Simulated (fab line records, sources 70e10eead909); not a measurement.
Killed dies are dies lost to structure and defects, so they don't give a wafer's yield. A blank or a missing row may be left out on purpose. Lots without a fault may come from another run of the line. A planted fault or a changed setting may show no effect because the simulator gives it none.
Chamber matching | flow nand_harc | NHARC_A_CONTACT_ETCH_48 on rie_diel-02: 4 sister chambers
The step etches the open film in CF4, target depth 39 nm, time 65 s. 16 wafers are shown with their chamber, then 8 later ones without.

WAFERS WITH THEIR CHAMBER
wafer  | chamber | drypump_motor_current_A (A) | showerhead_plenum_p_Torr (Torr) | rf_vpp_V (V)
L074.1 | 1       | 5.7                         | 1.68                            | 150.0
L074.2 | 3       | 5.3                         | 1.82                            | 151.2
L074.5 | 0       | 6.1                         | 1.87                            | 152.8
L075.4 | 1       | 5.6                         | 1.68                            | 149.8
L075.5 | 3       | 5.3                         | 1.82                            | 152.0
L075.6 | 0       | 6.1                         | 1.86                            | 151.7
L077.1 | 2       | 5.8                         | 1.72                            | 151.5
L077.4 | 1       | 5.6                         | 1.68                            | 150.1
L077.5 | 1       | 5.6                         | 1.68                            | 150.1
L080.3 | 2       | 5.8                         | 1.71                            | 151.5
L080.4 | 3       | 5.3                         | 1.82                            | 150.4
L080.6 | 0       | 6.1                         | 1.86                            | 151.7
L088.3 | 1       | 5.7                         | 1.67                            | 149.1
L088.5 | 0       | 6.1                         | 1.85                            | 154.2
L088.6 | 1       | 5.6                         | 1.67                            | 149.4
L091.2 | 0       | 6.1                         | 1.85                            | 153.0

SIGNATURES (means of the wafers above)
reading                  | chamber 0 | chamber 1 | chamber 2 | chamber 3 | scatter within a chamber
drypump_motor_current_A  | 6.100     | 5.633     | 5.800     | 5.300     | 0.0333
showerhead_plenum_p_Torr | 1.8580    | 1.6767    | 1.7150    | 1.8200    | 0.00621
rf_vpp_V                 | 152.680   | 149.750   | 151.500   | 151.200   | 0.735
Rule: a wafer's distance from a chamber is the root of the sum, over the readings, of the square of ((its reading less the chamber's mean) divided by the reading's scatter). The wafer belongs to the nearest chamber; if the next one is less than 2 further off, it can't be placed. The scatter: the root of (the sum of the squares of (reading less its chamber's mean) over the shown wafers, divided by (wafers less chambers)).

WAFERS WITHOUT THEIR CHAMBER
wafer  | drypump_motor_current_A (A) | showerhead_plenum_p_Torr (Torr) | rf_vpp_V (V)
L091.4 | 5.8                         | 1.71                            | 150.8
L091.5 | 6.1                         | 1.85                            | 151.1
L090.1 | 5.8                         | 1.71                            | 150.1
L090.2 | 5.7                         | 1.67                            | 151.6
L090.5 | 6.1                         | 1.85                            | 150.5
L092.1 | 5.8                         | 1.71                            | 149.5
L092.2 | 5.3                         | 1.81                            | 152.1
L092.3 | 6.1                         | 1.85                            | 151.5

WHICH CHAMBER EACH WENT THROUGH
wafer  | from the rows above | in truth
L091.4 | 2                   | 2
L091.5 | 0                   | 0
L090.1 | 2                   | 2
L090.2 | 1                   | 1
L090.5 | 0                   | 0
L092.1 | 2                   | 2
L092.2 | 3                   | 3
L092.3 | 0                   | 0
Placed correctly: 8 of 8. Can't be placed from these rows: 0. Placed wrongly: 0.
